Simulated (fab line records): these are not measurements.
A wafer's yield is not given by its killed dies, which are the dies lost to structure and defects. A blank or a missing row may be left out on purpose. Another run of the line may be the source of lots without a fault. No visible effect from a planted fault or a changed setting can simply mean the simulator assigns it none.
A single fault, viewed from 3 desks	flow n5 finfet	what lay behind the numbers comes last; until then each desk has only its own
Where a reading is given only as a bound, like >300, the bound stands for it, and a mean or a difference that rests on one is marked > or <: the true number lies beyond.

## THE DEFECT DESK
For each lot, the counts of the inspections along the route, averaged over the sampled wafers that have a number. The brackets show how far a lot's mean lies from the usual mean; more than 4 standard deviations puts the lot out of limits, marked OUT.
Columns: A = raw defect count at N5_BEOL_M0_SAQP_INSPECT_42, usual 281; B = raw defect count at N5_BEOL_M0_CUTY_INSPECT_59, usual 2.1
lot	first seen here	A	B
L114	day 5 23:53	308	0.3
L116	day 6 10:08	902 (+8.0) OUT	>300 (+99 or more) OUT
L117	day 6 17:10	985 (+9.0) OUT	>300 (+99 or more) OUT
L118	day 6 22:36	890 (+7.8) OUT	>300 (+99 or more) OUT
L129	day 9 19:57	263	2.7
This desk's verdict: out of limits on L116, L117, L118, starting with L116 at day 6 10:08 (raw defect count at N5_BEOL_M0_SAQP_INSPECT_42). In limits: L114, L129.

## METROLOGY DESK
What the gauges read, lot by lot, whatever tool the lot ran on: means of the sampled wafers that have a number. The brackets show how far a lot's mean lies from the usual mean; more than 4 standard deviations puts the lot out of limits, marked OUT. It has 10 readings; the 7 that lie furthest out on some lot are the ones shown.
Columns: A = DIBL_N at N5_BEOL_M4_RC_MEAS_101, usual 35.8 mV/V; B = DIBL_P at N5_BEOL_M4_RC_MEAS_101, usual 35.8 mV/V; C = IOFF_P at N5_BEOL_M4_RC_MEAS_101, usual 0.204 nA/um; D = ION_N at N5_BEOL_M4_RC_MEAS_101, usual 672 uA/um; E = ION_P at N5_BEOL_M4_RC_MEAS_101, usual 461 uA/um; F = SS_N at N5_BEOL_M4_RC_MEAS_101, usual 71.5 mV/dec; G = VT_P at N5_BEOL_M4_RC_MEAS_101, usual -250.6 mV
lot	first seen here	A	B	C	D	E	F	G
L114	day 9 00:08	34.5	36.3	0.177	680	459	72.3	-254.3
L116	day 9 06:25	38.3	35.8	0.249	690	475	71.6	-247.3
L117	day 9 06:52	36.0	36.9	0.230	675	467	71.1	-248.3
L118	day 9 15:38	36.5	38.2	0.224	676	464	71.4	-250.7
L129	day 12 05:47	34.3	34.7	0.172	659	453	71.2	-253.8
This desk found nothing out of limits on any of the 5 lots.

## THE TOOL OWNER'S DESK: ald sin-02
The tool's own readings at N5_BEOL_M0_SAQP_SPACER2_ALD_26 (deposits SiO2, target thk 15 nm, pulse time 1 s, purge time 2 s): means of the sampled wafers that have a number, for each lot that ran on this tool. The brackets show how far a lot's mean lies from the usual mean; more than 4 standard deviations puts the lot out of limits, marked OUT.
Columns: A = heater power w at N5_BEOL_M0_SAQP_SPACER2_ALD_26, usual 497 W; B = precursor pulse height rel at N5_BEOL_M0_SAQP_SPACER2_ALD_26, usual 1.000
lot	first seen here	A	B
L114	day 5 22:37	545	0.983
L116	day 6 08:42	540	1.001
L117	day 6 15:53	545	1.008
L118	day 6 21:27	542	1.008
This desk found nothing out of limits on any of the 4 lots.

## TAKEN TOGETHER
The defect desk could have raised an alarm at day 6 10:08, on L116, L117, L118.
The metrology desk saw nothing out of limits.
The desk of the tool owner found nothing out of limits.
The metrology desk holds a record of L116, L117, L118, inside its limits.
On record at the tool owner's desk: L116, L117, L118, within its limits.
N5_BEOL_M0_SAQP_SPACER2_ALD_26 was run on ald sin-02 by each of the lots named.

## WHAT THE SIMULATOR PUT IN
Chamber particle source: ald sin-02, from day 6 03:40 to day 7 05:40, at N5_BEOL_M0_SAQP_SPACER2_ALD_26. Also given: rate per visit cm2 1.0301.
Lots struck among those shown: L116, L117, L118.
Hours from the fault's start to each desk's first reading out of limits: the defect desk, 6.
